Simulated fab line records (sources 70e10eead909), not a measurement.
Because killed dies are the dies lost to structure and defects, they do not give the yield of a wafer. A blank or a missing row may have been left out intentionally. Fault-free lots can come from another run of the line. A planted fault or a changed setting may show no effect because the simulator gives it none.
fab line records ; flow nand_harc
[record] lots = 11; wafers = 33; last_day = 34
route steps=1302 shown P_CONTACT@235 P_M0@258 END@1302
lots that met no fault: taken from a fault-free run of the same line
start_h: hours from the record's first day to the start of the lot's first wafer shown ; wait_h: how many hours have passed since the lot's step before this one ; " same as the row above ; L1.1+2: a row that stands for several wafers ; - no value, or no start given ; * or withheld: withheld ; < > ~ a bound
route shown NAME@n: names a module that has steps shown in the file, with the first one's number in the route ; usual: mean/standard deviation taken from wafers without a fault ; same: alike in all rows ; chamber/n: place in a boat ; sites: each site's reading ; _std_site: the values' standard deviation ; _edge_site: mean of outer sites minus mean of inner sites ; radius_mm: for every site, how far away it sits from the centre of the wafer ; mask NAME#n: copy n ; behind: the tool/chamber that last shaped the wafer ; hold: why the lot was held/for how many hours/how that ended ; device: whichever transistor did not switch (one of n, p or np) ; end of line: tests of these same wafers at the route's end ; step lacking rows: just its recipe ; killed: dies lost to structure and defects at the first sort, not the wafer's yield ; map: per-die view of a wafer (x killed, . not killed, _ where there is no die)
set.NAME: the setting the step ran with; set.NAME@STEP: the setting that earlier step ran with ; model.NAME: the simulator's own value behind a step, which no gauge read
the route's steps for a sample of lots (tables are steps, rows are wafers)
services: the hour from which a tool's chamber was out of use, counted from the record's first day as start_h (under 0 if before that day), plus the number of hours and why
[[steps]]
[step NHARC_P_CONTACT_DESCUM_17]
[recipe] time_s = 3; o2_flow_sccm = 200; ar_flow_sccm = 0; bias_power_w = 0; chemistry = O2
[usual] drypump_motor_current_A = 5.6/0.43; oes_product_au = 1.002/0.0076; rf_vpp_V = 57.9/0.87; showerhead_plenum_p_Torr = 1.92/0.095; throttle_valve_pct = 11.311/0.01
lot.wafer;tool;chamber;start_h;wait_h;drypump_motor_current_A;oes_product_au;rf_hours_counter_h;rf_vpp_V;showerhead_plenum_p_Torr;throttle_valve_pct
L422.1;rie_diel-02;2;122.39;0.1;5.3;0.994;1.5;57.2;2.01;11.319
L422.2;rie_diel-02;3;122.39;0.1;6.6;0.984;1.7;58.2;1.94;11.323
L422.3;rie_diel-02;0;122.39;0.1;5.4;0.998;1.7;56.2;1.89;11.308
L427.4;rie_diel-11;0;167.20;0.1;5.7;1.013;2.9;57.7;1.87;11.309
L427.6;rie_diel-11;1;167.20;0.1;6.2;1.011;-;57.7;1.95;11.316
L427.5;rie_diel-11;2;167.20;0.1;5.4;1.007;-;58.2;2.03;11.310
L428.1;rie_diel-11;1;176.33;0.1;6.2;1.012;3.5;56.6;1.95;11.312
L428.4;rie_diel-11;2;176.33;0.1;5.4;0.999;3.1;57.2;2.03;11.324
L428.2;rie_diel-11;0;176.33;0.1;5.7;0.999;3.5;58.1;1.87;11.295
L430.2;rie_diel-12;3;193.04;0.1;5.9;0.993;5.3;57.6;1.83;11.314
L430.5;rie_diel-12;0;193.04;0.1;5.2;1.005;-;57.9;1.78;11.313
L430.6;rie_diel-12;2;193.04;0.1;5.9;1.001;-;57.1;1.82;11.302
L432.2;rie_diel-12;3;220.68;0.1;5.9;1.000;8.0;58.5;1.83;11.316
L432.6;rie_diel-12;2;220.68;0.1;5.9;0.998;-;57.5;1.82;11.299
L432.4;rie_diel-12;0;220.68;0.1;5.1;1.001;-;57.5;1.78;11.315
L434.2;rie_diel-02;0;241.87;0.1;5.4;1.007;0.6;58.3;1.89;11.316
L434.3;rie_diel-02;2;241.87;0.1;5.3;0.994;0.6;58.2;2.01;11.318
L434.5;rie_diel-02;0;241.87;0.1;5.4;1.004;-;57.5;1.89;11.315
L436.3;rie_diel-12;3;265.55;0.1;5.9;1.005;10.1;57.9;1.83;11.323
L436.2;rie_diel-12;0;265.55;0.1;5.2;1.009;9.9;56.7;1.78;11.307
L436.6;rie_diel-12;2;265.55;0.1;5.9;1.006;-;58.2;1.82;11.310
L438.3;rie_diel-12;3;284.18;0.1;5.9;1.004;0.4;58.6;1.83;11.308
L438.2;rie_diel-12;1;284.18;0.1;5.3;0.998;0.3;59.3;2.05;11.318
L438.6;rie_diel-12;2;284.18;0.1;5.9;1.007;-;57.0;1.82;11.317
L444.4;rie_diel-02;0;336.00;0.1;5.4;0.994;2.5;57.9;1.89;11.327
L444.3;rie_diel-02;2;336.00;0.1;5.3;0.984;3.2;58.9;2.01;11.310
L444.5;rie_diel-02;1;336.00;0.1;4.9;0.989;-;57.6;1.92;11.322
L443.1;rie_diel-12;3;336.89;0.1;5.9;1.004;4.2;57.8;1.82;11.304
L443.4;rie_diel-12;1;336.89;0.1;5.3;1.011;3.7;58.0;2.05;11.290
L443.5;rie_diel-12;0;336.89;0.1;5.2;1.013;-;57.3;1.78;11.320
L445.1;rie_diel-02;0;346.17;0.1;5.4;0.998;3.0;56.1;1.89;11.323
L445.4;rie_diel-02;2;346.17;0.1;5.3;0.992;3.7;57.7;2.01;11.315
L445.5;rie_diel-02;1;346.17;0.1;4.9;0.992;-;58.5;1.92;11.320
[step NHARC_P_CONTACT_ETCH_35]
[recipe] target_depth_a = 390; over_etch_frac = 0.3; time_s = 65; ion_energy_ev = 80; cf4_flow_sccm = 150; ar_flow_sccm = 0; rf_w = 300; bias_w = 100; chemistry = CF4
[usual] drypump_motor_current_A = 5.6/0.43; oes_product_au = 1.002/0.0072; rf_vpp_V = 151.2/1.4; showerhead_plenum_p_Torr = 1.77/0.082; throttle_valve_pct = 13.284/0.0097
lot.wafer;tool;chamber;start_h;wait_h;drypump_motor_current_A;oes_product_au;rf_hours_counter_h;rf_vpp_V;showerhead_plenum_p_Torr;throttle_valve_pct
L422.1;rie_diel-02;2;122.48;0.1;5.3;0.988;1.5;151.8;1.86;13.278
L422.2;rie_diel-02;0;122.48;0.1;5.4;1.001;1.7;151.0;1.75;13.279
L422.3;rie_diel-02;1;122.48;0.1;4.9;0.996;1.6;153.7;1.78;13.300
L427.4;rie_diel-11;1;167.27;0.1;6.2;1.004;2.9;152.8;1.80;13.279
L427.6;rie_diel-11;1;167.27;0.1;6.2;1.006;-;151.7;1.80;13.269
L427.5;rie_diel-11;2;167.27;0.1;5.4;1.003;-;151.4;1.87;13.296
L428.4;rie_diel-11;1;176.41;0.1;6.2;1.009;3.5;152.4;1.80;13.285
L428.1;rie_diel-11;2;176.41;0.1;5.4;1.009;3.1;151.1;1.87;13.273
L428.2;rie_diel-11;3;176.41;0.1;5.7;1.006;3.1;151.8;1.90;13.269
L430.2;rie_diel-12;3;193.33;0.3;5.8;0.999;5.5;150.0;1.69;13.284
L430.6;rie_diel-12;3;193.33;0.3;5.9;1.004;-;149.3;1.69;13.283
L430.5;rie_diel-12;0;193.33;0.3;5.2;1.013;-;150.1;1.65;13.295
L432.2;rie_diel-12;2;220.78;0.1;5.8;1.001;7.5;149.1;1.69;13.277
L432.6;rie_diel-12;3;220.78;0.1;5.9;0.999;-;149.4;1.69;13.285
L432.4;rie_diel-12;2;220.78;0.1;5.8;1.003;-;149.5;1.69;13.289
L434.3;rie_diel-02;0;241.96;0.1;5.4;1.002;0.6;150.0;1.75;13.295
L434.2;rie_diel-02;1;241.96;0.1;4.9;1.000;0.5;151.4;1.78;13.289
L434.5;rie_diel-02;0;241.96;0.1;5.4;1.003;-;150.3;1.75;13.290
L436.2;rie_diel-12;1;265.63;0.1;5.3;1.002;3.8;153.0;1.88;13.299
L436.3;rie_diel-12;2;265.63;0.1;5.8;1.007;9.4;151.5;1.69;13.295
L436.6;rie_diel-12;0;265.63;0.1;5.2;0.994;-;149.8;1.65;13.285
L438.3;rie_diel-12;1;284.26;0.1;5.3;0.992;0.3;153.5;1.88;13.294
L438.2;rie_diel-12;0;284.26;0.1;5.2;0.995;0.3;149.7;1.65;13.301
L438.6;rie_diel-12;1;284.26;0.1;5.3;0.997;-;152.6;1.88;13.279
L444.4;rie_diel-02;1;336.08;0.1;4.9;1.007;2.9;151.2;1.78;13.280
L444.3;rie_diel-02;2;336.08;0.1;5.3;1.003;3.2;152.0;1.85;13.288
L444.5;rie_diel-02;2;336.08;0.1;5.3;0.989;-;153.2;1.85;13.294
L443.4;rie_diel-12;0;336.99;0.1;5.2;1.010;4.1;149.1;1.65;13.269
L443.1;rie_diel-12;1;336.99;0.1;5.3;0.994;3.7;153.8;1.88;13.284
L443.5;rie_diel-12;2;336.99;0.1;5.9;1.000;-;150.5;1.69;13.303
L445.1;rie_diel-02;0;346.26;0.1;5.4;1.000;3.0;150.3;1.75;13.283
L445.4;rie_diel-02;3;346.26;0.1;6.6;0.995;4.0;151.1;1.79;13.282
L445.5;rie_diel-02;1;346.26;0.1;4.9;0.987;-;151.2;1.78;13.280
[step NHARC_P_CONTACT_ALD_22]
[recipe] target_thk_a = 30; pulse_time_s = 1; ald_cycles = 150; temp_c = 450; material = TiN
[usual] heater_power_w = 1044/84; precursor_pulse_height_rel = 0.997/0.021
lot.wafer;tool;chamber;start_h;wait_h;heater_power_w;precursor_pulse_height_rel
L422.2;ald_metal-01;3;124.21;-;1101;1.002
L422.1;ald_metal-01;0;124.21;-;1017;0.989
L422.3;ald_metal-01;1;124.21;-;1168;1.036
L427.4;ald_metal-02;0;169.11;-;1152;1.014
L427.5;ald_metal-02;1;169.11;-;1070;0.982
L427.6;ald_metal-02;2;169.11;-;1027;0.971
L428.2;ald_metal-03;2;178.20;-;1140;0.993
L428.4;ald_metal-03;3;178.20;-;1035;0.996
L428.1;ald_metal-03;0;178.20;-;947;0.977
L430.2;ald_metal-02;0;195.31;-;1138;0.997
L430.5;ald_metal-02;1;195.31;-;1066;0.966
L430.6;ald_metal-02;2;195.31;-;1011;1.005
L432.2;ald_metal-03;3;222.69;-;1034;1.018
L432.4;ald_metal-03;0;222.69;-;880;1.004
L432.6;ald_metal-03;3;222.69;-;1028;1.022
L434.3;ald_metal-01;0;243.77;-;985;0.961
L434.2;ald_metal-01;1;243.77;-;1127;1.015
L434.5;ald_metal-01;1;243.77;-;1104;0.995
L436.2;ald_metal-02;2;267.36;-;1020;1.003
L436.3;ald_metal-02;3;267.36;-;890;0.968
L436.6;ald_metal-02;3;267.36;-;875;0.984
L438.2;ald_metal-01;2;286.00;-;1107;0.998
L438.3;ald_metal-01;0;286.00;-;1037;1.014
L438.6;ald_metal-01;3;286.00;-;1078;0.982
L444.3;ald_metal-02;2;337.87;-;1045;0.955
L444.4;ald_metal-02;3;337.87;-;888;0.995
L444.5;ald_metal-02;0;337.87;-;1167;1.024
L443.4;ald_metal-03;2;338.73;-;1100;1.005
L443.1;ald_metal-03;3;338.73;-;1062;1.024
L443.5;ald_metal-03;2;338.73;-;1111;0.990
L445.4;ald_metal-03;0;348.02;-;878;0.996
L445.1;ald_metal-03;2;348.02;-;1102;1.024
L445.5;ald_metal-03;0;348.02;-;899;1.029
[step NHARC_P_M0_SOFTBAKE_04]
[recipe] temp_c = 105; time_s = 55
[usual] heater_power_total_W = 188.44/0.12
lot.wafer;tool;chamber;start_h;wait_h;heater_power_total_W
L422.1;litho_track-04;0;125;-;188.49
L422.2;litho_track-04;0;125;-;188.68
L422.3;litho_track-04;0;125;-;188.34
L427.4;litho_track-01;0;170;-;188.36
L427.5;litho_track-01;0;170;-;188.31
L427.6;litho_track-01;0;170;-;188.32
L428.1;litho_track-04;0;179;-;188.29
L428.2;litho_track-04;0;179;-;188.35
L428.4;litho_track-04;0;179;-;188.38
L430.2;litho_track-04;0;197;-;188.48
L430.5;litho_track-04;0;197;-;188.40
L430.6;litho_track-04;0;197;-;188.38
L432.2;litho_track-01;0;224;-;188.43
L432.4;litho_track-01;0;224;-;188.34
L432.6;litho_track-01;0;224;-;188.38
L434.2;litho_track-01;0;245;-;188.38
L434.3;litho_track-01;0;245;-;188.44
L434.5;litho_track-01;0;245;-;188.46
L436.2;litho_track-01;0;269;-;182.36
L436.3;litho_track-01;0;269;-;182.80
L436.6;litho_track-01;0;269;-;182.46
L438.2;litho_track-01;0;288;-;182.46
L438.3;litho_track-01;0;288;-;182.43
L438.6;litho_track-01;0;288;-;182.57
L444.3;litho_track-04;0;339;-;188.31
L444.4;litho_track-04;0;339;-;188.65
L444.5;litho_track-04;0;339;-;188.31
L443.1;litho_track-06;0;340;-;188.50
L443.4;litho_track-06;0;340;-;188.47
L443.5;litho_track-06;0;340;-;188.72
L445.1;litho_track-06;0;349;-;188.57
L445.4;litho_track-06;0;349;-;188.28
L445.5;litho_track-06;0;349;-;188.33
[step NHARC_END_SORT_01]
[recipe] temp_c = 25
[usual] defect_limited_yield = 91.6/2.6; killed_at_array = 52/17; killed_at_other = 0.8/1.1; killed_at_periphery = 3.2/2.2; killed_dies = 57/17; killed_open = 3.4/1.8; killed_short = 2.4/1.6; sort_bin_2_pct = 2.9/1.1; sort_bin_3_pct = 0.6/0.38; sort_bin_4_pct = 4.8/1.5; sort_n_pass = 620/17; sort_rim_yield_pct = 92/4.9; sort_yield_pct = 91.6/2.6
[same] gross_dies = 677; sort_bin_5_pct[%] = 0; sort_bin_6_pct[%] = 0; sort_bin_7_pct[%] = 0; sort_bin_8_pct[%] = 0; sort_rim_n_gross = 106.00
lot.wafer;tool;chamber;start_h;wait_h;defect_limited_yield[%];killed_at_array;killed_at_other;killed_at_periphery;killed_dies;killed_open;killed_short;sort_bin_2_pct[%];sort_bin_3_pct[%];sort_bin_4_pct[%];sort_n_pass;sort_rim_yield_pct[%];sort_yield_pct[%]
L430.2;prober-01;0;637.84;2.8;88.9;75;0;0;75;3;3;4.1;1.5;5.5;602;81;88.9
L430.5;prober-01;0;640.19;3.6;89.4;70;0;2;72;5;3;3.8;0.9;5.9;605;79;89.4
L430.6;prober-01;0;640.98;3.9;89.1;72;1;1;74;1;2;3.2;0.6;7.1;603;99;89.1
L434.2;prober-02;0;688.75;2.8;90.0;63;1;4;68;4;3;3.8;0.9;5.3;609;87;90.0
L434.3;prober-02;0;689.56;3.1;91.0;58;2;1;61;2;3;3.0;0.9;5.2;616;88;91.0
L434.5;prober-02;0;691.18;3.7;92.5;48;0;3;51;3;2;2.4;1.0;4.1;626;89;92.5
L438.2;prober-02;0;710.93;2.8;92.2;50;0;3;53;4;3;2.4;0.1;5.3;624;99;92.2
L438.3;prober-02;0;711.73;3.1;93.2;46;0;0;46;3;2;2.1;0.6;4.1;631;97;93.2
L438.6;prober-02;0;714.13;4.0;93.6;40;0;3;43;2;2;1.9;0.4;4.0;634;92;93.6
// killed by level:class
L430.2 A_SLIT:chamber_film_flake=29 A_CHANNEL_HOLE_D1:chamber_film_flake=24 A_CHANNEL_HOLE_D2:chamber_film_flake=11 A_DECK1_JOINT:geometric_particle:short=2 A_CHANNEL_FILL_D1:chamber_film_flake=2 A_CONTACT:chamber_film_flake=2 A_ONON_D1:geometric_particle:short=1 A_SGD_CUT:geometric_particle:open=1
L430.5 A_SLIT:chamber_film_flake=24 A_CHANNEL_HOLE_D1:chamber_film_flake=21 A_CHANNEL_HOLE_D2:chamber_film_flake=9 A_DECK1_JOINT:chamber_film_flake=4 A_WL_FILL:chamber_film_flake=2 P_CONTACT:geometric_particle:open=1 A_ONON_D1:geometric_particle:short=1 A_CHANNEL_FILL_D1:geometric_particle:open=1
L430.6 A_CHANNEL_HOLE_D1:chamber_film_flake=31 A_SLIT:chamber_film_flake=26 A_CHANNEL_HOLE_D2:chamber_film_flake=6 A_DECK1_JOINT:chamber_film_flake=2 A_WL_FILL:chamber_film_flake=2 A_CHANNEL_FILL_D2:geometric_particle:open=1 A_M0:geometric_particle:short=1 P_GATE:chamber_film_flake=1
L434.2 A_SLIT:chamber_film_flake=26 A_CHANNEL_HOLE_D1:chamber_film_flake=9 A_STAIRCASE:chamber_film_flake=8 A_CONTACT:chamber_film_flake=5 A_CHANNEL_HOLE_D2:chamber_film_flake=4 A_BLC:geometric_particle:short=2 P_BONDPAD:chamber_film_flake=2 A_SGD_CUT:chamber_film_flake=2
L434.3 A_SLIT:chamber_film_flake=23 A_CHANNEL_HOLE_D1:chamber_film_flake=12 A_CHANNEL_HOLE_D2:chamber_film_flake=5 A_CONTACT:chamber_film_flake=5 A_STAIRCASE:chamber_film_flake=4 A_SGD_CUT:chamber_film_flake=2 HYBRID_BOND:chamber_film_flake=2 P_CONTACT:geometric_particle:open=1
L434.5 A_SLIT:chamber_film_flake=18 A_CHANNEL_HOLE_D2:chamber_film_flake=7 A_CHANNEL_HOLE_D1:chamber_film_flake=5 A_STAIRCASE:chamber_film_flake=5 A_CONTACT:chamber_film_flake=3 P_GATE:chamber_film_flake=2 A_ONON_D1:geometric_particle:short=1 A_CHANNEL_HOLE_D2:geometric_particle:open=1
L438.2 A_CHANNEL_HOLE_D1:chamber_film_flake=32 A_WL_FILL:chamber_film_flake=5 A_M0:geometric_particle:open=3 A_SLIT:chamber_film_flake=3 A_CONTACT:chamber_film_flake=2 P_M0:geometric_particle:open=1 A_CHANNEL_HOLE_D1:geometric_particle:short=1 A_WL_FILL:geometric_particle:short=1
L438.3 A_CHANNEL_HOLE_D1:chamber_film_flake=30 A_SLIT:chamber_film_flake=7 A_SOURCE_PLATE:geometric_particle:short=1 A_SOURCE_PLATE:geometric_particle:open=1 A_CHANNEL_FILL_D1:geometric_particle:open=1 A_CHANNEL_FILL_D2:geometric_particle:short=1 A_M0:geometric_particle:open=1 A_ZERO_WELL:chamber_film_flake=1
L438.6 A_CHANNEL_HOLE_D1:chamber_film_flake=19 A_WL_FILL:chamber_film_flake=4 A_CONTACT:chamber_film_flake=4 A_STAIRCASE:chamber_film_flake=3 A_SLIT:chamber_film_flake=3 A_ONON_D1:geometric_particle:short=1 A_CHANNEL_FILL_D1:geometric_particle:open=1 A_WL_FILL:geometric_particle:short=1
[[services]]
tool;chamber;start_h;hours;kind
ald_metal-01;1;139.02;7.2;repair
rie_diel-12;1;143.56;7.6;repair
rie_diel-11;-;149.04;0.3;repair
ald_metal-02;-;153.79;0.6;repair
litho_track-01;-;155.00;7.0;pm
rie_diel-12;1;165.33;30.3;repair
rie_diel-02;2;174.18;7.8;repair
ald_metal-02;-;184.09;1.5;repair
litho_track-04;-;203.00;7.0;pm
rie_diel-12;1;209.77;32.7;repair
ald_metal-03;-;212.00;10.0;pm
rie_diel-02;-;216.70;9.0;pm
rie_diel-11;3;222.81;7.6;repair
rie_diel-11;0;228.35;14.2;repair
rie_diel-02;0;247.03;18.9;repair
ald_metal-02;-;254.00;10.0;pm
rie_diel-11;-;255.50;9.0;pm
rie_diel-12;-;268.42;9.0;pm
ald_metal-03;1;270.86;13.9;repair
rie_diel-02;3;276.56;3.8;repair
rie_diel-11;1;291.24;4.1;repair
ald_metal-03;0;291.40;10.1;repair
litho_track-01;-;330.01;7.0;pm
ald_metal-02;1;333.92;29.5;repair
[[key]]
[first_sign] step = NHARC_P_M0_SOFTBAKE_04; reading = heater_power_total_W; direction = down; sigmas = 47; usual = *; struck = *
effect none on later readings
met_at NHARC_P_M0_SOFTBAKE_04
struck_lots L436,L438
not_acting_at NHARC_P_CONTACT_DESCUM_17,NHARC_P_CONTACT_ETCH_35,NHARC_P_CONTACT_ALD_22
onset_between 245 269
[fault] kind = process_parameter_drift; tool = litho_track-01; chamber = -; onset_h = 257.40; steps = NHARC_P_M0_SOFTBAKE_04; channel = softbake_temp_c; offset = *; shape = step; end_h = 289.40; acts_in = *; stated = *
